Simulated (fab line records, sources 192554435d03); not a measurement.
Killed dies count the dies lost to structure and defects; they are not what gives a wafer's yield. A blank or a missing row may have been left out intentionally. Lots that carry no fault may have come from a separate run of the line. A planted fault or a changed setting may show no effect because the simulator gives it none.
fab line records ; flow n5Finfet ; part 2 of 2: steps 24 to 37 of 37
record lots=5; wafers=15; lastDay=18
route steps=1938 shown BEOL_M12@1655 BEOL_M13@1659
lots untouched by any fault: they come from a run of this same line in which no faults occurred
startH: start of the lot's first displayed wafer, in hours after the record's first day ; waitH: hours from the lot's prior step to this one ; " the same as in the row above ; L1.1+2: several wafers, shown together as one row ; - value missing, or start not given ; * or withheld: withheld ; < > ~ a bound
route shown NAME@n: NAME is a module with steps in the file, n the number in the route of the first one ; usual: average and standard deviation across the fault-free wafers ; same: alike in all rows ; chamber/n: place in a boat ; sites: each site's reading ; _std_site: standard deviation across them ; _edge_site: mean of outer sites minus mean of inner sites ; radiusMm: how far each site lies from the wafer's centre ; mask NAME#n: copy n ; behind: the most recent tool/chamber to have shaped the wafer ; hold: the reason the lot was held/the length of the hold in hours/how it ended ; device: transistor that didn't switch, given as n, p or np ; end of line: tests run on the same wafers once the route is complete ; for a step that has no rows: nothing shown but its recipe ; killed: count of dies lost to structure and defects at first sort (not the wafer's yield) ; map: dies across one wafer; x = killed, . = not, _ = none there
set.NAME: the setting that was run; set.NAME@STEP: the one run at that earlier step ; model.NAME: the simulator's own value behind a step, which no gauge read
certain route steps with their lots: each step a table, each wafer a row
services: when a tool's chamber went out of use (startH, in hours from the record's first day, below 0 if earlier), for how many hours, and the reason
## steps
# step N5_BEOL_M13_SRD_72
# recipe timeS=30; tempC=23; rinseLiquid=diw; dry=n2Spin; spinRpm=1500; dryTimeS=30
# same dryTimeS=30
lot.wafer;tool;chamber;startH;waitH
L075.1+3+5;wetBench-03;3,7,6;311.62;0.0
L083.1+3+5;wetBench-06;7,1,0;351.00;0.0
L090.1+2+6;wetBench-03;4,3,0;388.35;0.0
L092.3+4+5;wetBench-03;5,7,0;406.77;0.0
L091.3+4+5;wetBench-06;1,3,4;407.10;0.0
# step N5_BEOL_M13_CD_MEAS_17
# recipe targetCdNm=190; polarity=opening
# usual cdNm=191.0/1.9
lot.wafer;tool;chamber;startH;waitH;cdNm
L075.1;cdSem-03;-;311.66;0.0;189.5
L075.3;cdSem-03;-;311.66;0.0;188.7
L075.5;cdSem-03;-;311.66;0.0;189.4
L083.1;cdSem-01;-;351.04;0.0;194.2
L083.3;cdSem-01;-;351.04;0.0;192.2
L083.5;cdSem-01;-;351.04;0.0;193.5
L090.1;cdSem-03;-;388.39;0.0;192.3
L090.2;cdSem-03;-;388.39;0.0;192.0
L090.6;cdSem-03;-;388.39;0.0;192.6
L092.3;cdSem-03;-;406.81;0.0;187.5
L092.4;cdSem-03;-;406.81;0.0;190.3
L092.5;cdSem-03;-;406.81;0.0;186.4
L091.3;cdSem-01;-;407.15;0.0;190.5
L091.4;cdSem-01;-;407.15;0.0;191.0
L091.5;cdSem-01;-;407.15;0.0;192.7
# step N5_BEOL_M13_COAT_65
# recipe resist=SOC; tempC=250; timeS=60; spinRpm=1500; resistThkNm=350
lot.wafer;tool;chamber;startH;waitH
L075.1+3+5;lithoTrack-05;0;311.69;0.0
L083.1+3+5;lithoTrack-05;0;351.07;0.0
L090.1+2+6;lithoTrack-03;0;388.43;0.0
L092.3+4+5;lithoTrack-04;0;406.84;0.0
L091.3+4+5;lithoTrack-03;0;407.18;0.0
# step N5_BEOL_M13_COAT_66
# recipe resist=SiARC; tempC=220; timeS=60; spinRpm=1500; resistThkNm=110
lot.wafer;tool;chamber;startH;waitH
L075.1+3+5;lithoTrack-05;0;-;-
L083.1+3+5;lithoTrack-05;0;-;-
L090.1+2+6;lithoTrack-03;0;-;-
L092.3+4+5;lithoTrack-04;0;-;-
L091.3+4+5;lithoTrack-03;0;-;-
# step N5_BEOL_M13_COAT_22
# recipe spinRpm=2888; resistThkNm=300
lot.wafer;tool;chamber;startH;waitH
L075.1+3+5;lithoTrack-05;0;-;-
L083.1+3+5;lithoTrack-05;0;-;-
L090.1+2+6;lithoTrack-03;0;-;-
L092.3+4+5;lithoTrack-04;0;-;-
L091.3+4+5;lithoTrack-03;0;-;-
# step N5_BEOL_M13_EBR_24
# recipe solvent=PGMEA; ebrWidthMm=1.5
lot.wafer;tool;chamber;startH;waitH
L075.1+3+5;lithoTrack-05;0;-;-
L083.1+3+5;lithoTrack-05;0;-;-
L090.1+2+6;lithoTrack-03;0;-;-
L092.3+4+5;lithoTrack-04;0;-;-
L091.3+4+5;lithoTrack-03;0;-;-
# step N5_BEOL_M13_SOFTBAKE_23
# recipe tempC=130; timeS=60
lot.wafer;tool;chamber;startH;waitH
L075.1+3+5;lithoTrack-05;0;-;-
L083.1+3+5;lithoTrack-05;0;-;-
L090.1+2+6;lithoTrack-03;0;-;-
L092.3+4+5;lithoTrack-04;0;-;-
L091.3+4+5;lithoTrack-03;0;-;-
# step N5_BEOL_M13_EXPOSE_25
# recipe maskId=M13; na=0.93; sourceShape=conventional; sigmaOuter=0.4; polarization=unpolarized; targetCdNm=210; doseMj=22
lot.wafer;tool;chamber;startH;waitH;mask
L075.1+3+5;krfScanner-02;0;311.81;-;M13#0
L083.1+3+5;krfScanner-01;0;351.19;-;M13#0
L090.1+2+6;krfScanner-01;0;388.55;-;M13#0
L092.3+4+5;krfScanner-02;0;406.97;-;M13#0
L091.3+4+5;krfScanner-01;0;407.43;-;M13#0
# step N5_BEOL_M13_PEB_26
# recipe pebTempC=130; pebTimeS=90
lot.wafer;tool;chamber;startH;waitH
L075.1+3+5;lithoTrack-05;0;311.87;0.1
L083.1+3+5;lithoTrack-05;0;351.25;0.1
L090.1+2+6;lithoTrack-03;0;388.60;0.1
L092.3+4+5;lithoTrack-04;0;407.02;0.0
L091.3+4+5;lithoTrack-05;0;407.48;0.0
# step N5_BEOL_M13_DEVELOP_27
# recipe developTimeS=45; rinseLiquid=diw; dry=airSpin; devTempC=21
# usual developerTempC=20.98/0.096
lot.wafer;tool;chamber;startH;waitH;developerTempC
L075.1;lithoTrack-05;0;-;-;20.86
L075.3;lithoTrack-05;0;-;-;20.95
L075.5;lithoTrack-05;0;-;-;21.07
L083.1;lithoTrack-05;0;-;-;21.13
L083.3;lithoTrack-05;0;-;-;21.09
L083.5;lithoTrack-05;0;-;-;20.90
L090.1;lithoTrack-03;0;-;-;20.97
L090.2;lithoTrack-03;0;-;-;20.99
L090.6;lithoTrack-03;0;-;-;21.00
L092.3;lithoTrack-04;0;-;-;21.11
L092.4;lithoTrack-04;0;-;-;21.03
L092.5;lithoTrack-04;0;-;-;20.81
L091.3;lithoTrack-05;0;-;-;20.88
L091.4;lithoTrack-05;0;-;-;20.88
L091.5;lithoTrack-05;0;-;-;20.89
# step N5_BEOL_M13_HARDBAKE_32
# recipe tempC=130; timeS=120
lot.wafer;tool;chamber;startH;waitH
L075.1+3+5;lithoTrack-05;0;-;-
L083.1+3+5;lithoTrack-05;0;-;-
L090.1+2+6;lithoTrack-03;0;-;-
L092.3+4+5;lithoTrack-04;0;-;-
L091.3+4+5;lithoTrack-05;0;-;-
# step N5_BEOL_M13_CD_MEAS_28
# recipe targetCdNm=209.5; landingEnergyEv=500; detector=seInlens
# usual cdNm=209.7/1.3
lot.wafer;tool;chamber;startH;waitH;cdNm
L075.1;cdSem-02;0;311.98;-;209.1
L075.3;cdSem-02;0;311.98;-;210.4
L075.5;cdSem-02;0;311.98;-;209.8
L083.1;cdSem-01;0;351.36;-;209.5
L083.3;cdSem-01;0;351.36;-;209.5
L083.5;cdSem-01;0;351.36;-;209.9
L090.1;cdSem-03;0;388.72;-;209.2
L090.2;cdSem-03;0;388.72;-;208.7
L090.6;cdSem-03;0;388.72;-;209.6
L092.3;cdSem-03;0;407.14;-;209.1
L092.4;cdSem-03;0;407.14;-;210.3
L092.5;cdSem-03;0;407.14;-;209.6
L091.3;cdSem-03;0;407.60;-;210.7
L091.4;cdSem-03;0;407.60;-;209.7
L091.5;cdSem-03;0;407.60;-;210.7
# step N5_BEOL_M13_OVL_MEAS_29
# recipe pointsPerWafer=44
# usual M13_OVL=5/6.2
lot.wafer;tool;chamber;startH;waitH;M13_OVL[nm]
L075.1;overlay-01;0;312.01;0.0;11
L075.3;overlay-01;0;312.01;0.0;11
L075.5;overlay-01;0;312.01;0.0;13
L083.1;overlay-02;0;351.39;0.0;-1
L083.3;overlay-02;0;351.39;0.0;0
L083.5;overlay-02;0;351.39;0.0;1
L090.1;overlay-02;0;388.75;0.0;-5
L090.2;overlay-02;0;388.75;0.0;6
L090.6;overlay-02;0;388.75;0.0;9
L092.3;overlay-01;0;407.16;0.0;9
L092.4;overlay-01;0;407.16;0.0;1
L092.5;overlay-01;0;407.16;0.0;4
L091.3;overlay-02;0;407.63;0.0;-3
L091.4;overlay-02;0;407.63;0.0;12
L091.5;overlay-02;0;407.63;0.0;3
# step N5_BEOL_M13_INSPECT_30
# recipe mode=adi; inspectInstrument=macro
# usual rawDefectCount=2.1/1.4
lot.wafer;tool;chamber;startH;waitH;rawDefectCount
L075.1;defectInspect-02;-;312.04;0.0;1
L075.3;defectInspect-02;-;312.04;0.0;5
L075.5;defectInspect-02;-;312.04;0.0;1
L083.1;defectInspect-01;-;351.42;0.0;3
L083.3;defectInspect-01;-;351.42;0.0;0
L083.5;defectInspect-01;-;351.42;0.0;0
L090.1;defectInspect-02;-;388.77;0.0;2
L090.2;defectInspect-02;-;388.77;0.0;4
L090.6;defectInspect-02;-;388.77;0.0;3
L092.3;defectInspect-02;-;407.19;0.0;1
L092.4;defectInspect-02;-;407.19;0.0;1
L092.5;defectInspect-02;-;407.19;0.0;2
L091.3;defectInspect-01;-;407.65;0.0;2
L091.4;defectInspect-01;-;407.65;0.0;1
L091.5;defectInspect-01;-;407.65;0.0;1
## services
tool;chamber;startH;hours;kind
krfScanner-02;-;287.36;1.3;pm
krfScanner-01;-;292.44;0.1;repair
pecvd-03;-;296.50;5.5;pm
rieDiel-06;-;299.45;1.1;repair
krfScanner-02;-;307.19;0.8;pm
rieDiel-05;2;308.01;10.4;repair
pecvd-02;-;308.73;1.0;repair
krfScanner-01;-;310.74;1.3;pm
krfScanner-02;-;319.45;4.0;repair
krfScanner-01;-;323.42;1.0;pm
krfScanner-01;-;324.42;0.8;pm
rieDiel-05;3;329.66;-;clean
pecvd-03;-;346.72;1.8;repair
rieDiel-06;1;354.73;9.2;repair
pecvd-02;1;357.81;13.2;repair
lithoTrack-03;-;373.28;-;consumableReplace:filter
pecvd-01;1;374.02;4.6;repair
krfScanner-02;-;378.86;1.0;pm
pecvd-01;-;379.46;1.3;repair
lithoTrack-03;-;385.02;-;consumableReplace:filter
krfScanner-01;-;386.04;2.0;repair
wetBench-06;-;394.04;3.9;repair
krfScanner-01;-;394.41;0.9;repair
krfScanner-02;-;407.40;1.3;repair
